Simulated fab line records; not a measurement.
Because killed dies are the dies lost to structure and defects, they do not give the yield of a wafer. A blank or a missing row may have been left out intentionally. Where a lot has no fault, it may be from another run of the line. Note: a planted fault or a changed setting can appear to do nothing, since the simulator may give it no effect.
Chamber matching :: flow n5Finfet :: N5_BEOL_M8_DESCUM_16 on rieDiel-01 has 4 sister chambers
The step chemistry O2, time 7.9 s. 8 wafers are shown with their chamber, then 8 later ones without.

WAFERS, EACH WITH ITS CHAMBER
wafer: L082.2
chamber: 1
showerheadPlenumPTorr (Torr): 2.15
throttleValvePct (%): 20.58

wafer: L082.6
chamber: 1
showerheadPlenumPTorr (Torr): 2.15
throttleValvePct (%): 20.58

wafer: L084.2
chamber: 0
showerheadPlenumPTorr (Torr): 2.04
throttleValvePct (%): 20.28

wafer: L084.6
chamber: 2
showerheadPlenumPTorr (Torr): 2.03
throttleValvePct (%): 20.12

wafer: L085.1
chamber: 2
showerheadPlenumPTorr (Torr): 2.03
throttleValvePct (%): 20.13

wafer: L085.3
chamber: 3
showerheadPlenumPTorr (Torr): 2.07
throttleValvePct (%): 20.14

wafer: L085.6
chamber: 3
showerheadPlenumPTorr (Torr): 2.06
throttleValvePct (%): 20.16

wafer: L087.1
chamber: 0
showerheadPlenumPTorr (Torr): 2.04
throttleValvePct (%): 20.30

WAFERS WITHOUT THEIR CHAMBER
wafer: L087.4
showerheadPlenumPTorr (Torr): 2.03
throttleValvePct (%): 20.14

wafer: L087.6
showerheadPlenumPTorr (Torr): 2.14
throttleValvePct (%): 20.60

wafer: L093.3
showerheadPlenumPTorr (Torr): 2.06
throttleValvePct (%): 20.17

wafer: L093.5
showerheadPlenumPTorr (Torr): 2.03
throttleValvePct (%): 20.15

wafer: L093.6
showerheadPlenumPTorr (Torr): 2.14
throttleValvePct (%): 20.63

wafer: L095.3
showerheadPlenumPTorr (Torr): 2.03
throttleValvePct (%): 20.34

wafer: L095.4
showerheadPlenumPTorr (Torr): 2.06
throttleValvePct (%): 20.19

wafer: L095.5
showerheadPlenumPTorr (Torr): 2.03
throttleValvePct (%): 20.33

WHICH CHAMBER EACH ONE RAN IN
wafer: L087.4
from the rows above: 2
in truth: 2

wafer: L087.6
from the rows above: 1
in truth: 1

wafer: L093.3
from the rows above: 3
in truth: 3

wafer: L093.5
from the rows above: 2
in truth: 2

wafer: L093.6
from the rows above: 1
in truth: 1

wafer: L095.3
from the rows above: 0
in truth: 0

wafer: L095.4
from the rows above: 3
in truth: 3

wafer: L095.5
from the rows above: 0
in truth: 0
8 of 8 placed correctly. Left unplaced by these rows: 0. Number placed wrongly: 0.
How it was worked out, from the rows above alone: a wafer's distance from a chamber is the root of the sum, over the readings, of the square of ((its reading less the chamber's mean) divided by the reading's scatter). If the next closest chamber is less than 2 further off than the closest, the wafer can't be placed; otherwise it belongs to the closest. A chamber's mean is the mean of its shown wafers. The scatter: take each reading less its chamber's mean, square it, sum over the shown wafers, divide by the number of wafers less the number of chambers, and take the root.
